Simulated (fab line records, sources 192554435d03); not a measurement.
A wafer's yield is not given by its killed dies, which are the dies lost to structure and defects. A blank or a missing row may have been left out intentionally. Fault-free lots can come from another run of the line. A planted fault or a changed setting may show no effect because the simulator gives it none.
Matching of chambers :: flow n5 finfet :: N5_MOL_CONTACT_COAG_ALD_123 on ald sin-04 has 4 sister chambers
The step deposits SiNx, target thk 5 nm, pulse time 1 s, purge time 2 s. 4 wafers are shown with their chamber, then 8 later ones without.

EACH WAFER AND ITS CHAMBER
wafer: L092.1
chamber: 3
heater power w (W): 723

wafer: L092.2
chamber: 0
heater power w (W): 764

wafer: L092.3
chamber: 2
heater power w (W): 872

wafer: L092.4
chamber: 1
heater power w (W): 939

WAFERS WITH NO CHAMBER GIVEN
wafer: L092.5
heater power w (W): 771

wafer: L092.6
heater power w (W): 932

wafer: L093.3
heater power w (W): 932

wafer: L093.4
heater power w (W): 715

wafer: L093.6
heater power w (W): 749

wafer: L095.1
heater power w (W): 760

wafer: L095.4
heater power w (W): 961

wafer: L095.6
heater power w (W): 864

THE CHAMBER EACH PASSED THROUGH
wafer: L092.5
from the rows above: 0
in truth: 0

wafer: L092.6
from the rows above: 1
in truth: 1

wafer: L093.3
from the rows above: 1
in truth: 1

wafer: L093.4
from the rows above: 3
in truth: 3

wafer: L093.6
from the rows above: can't be placed: 0 or 3
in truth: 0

wafer: L095.1
from the rows above: 0
in truth: 0

wafer: L095.4
from the rows above: 1
in truth: 1

wafer: L095.6
from the rows above: 2
in truth: 2
Placed correctly: 7 of 8. From these rows, 1 cannot be placed; in 1 the true chamber is one of the candidates. 0 placed wrongly.
How it was worked out, from the rows above alone: a wafer's distance from a chamber is the root of the sum, over the readings, of the square of ((its reading less the chamber's mean) divided by the reading's scatter). The wafer belongs to the nearest chamber; if the next one is less than 2 further off, it can't be placed. Each chamber's mean is taken over the wafers shown for it. The scatter: with one shown wafer a chamber, the root of the mean of the squares of how far each hidden wafer lies from its nearest shown one.
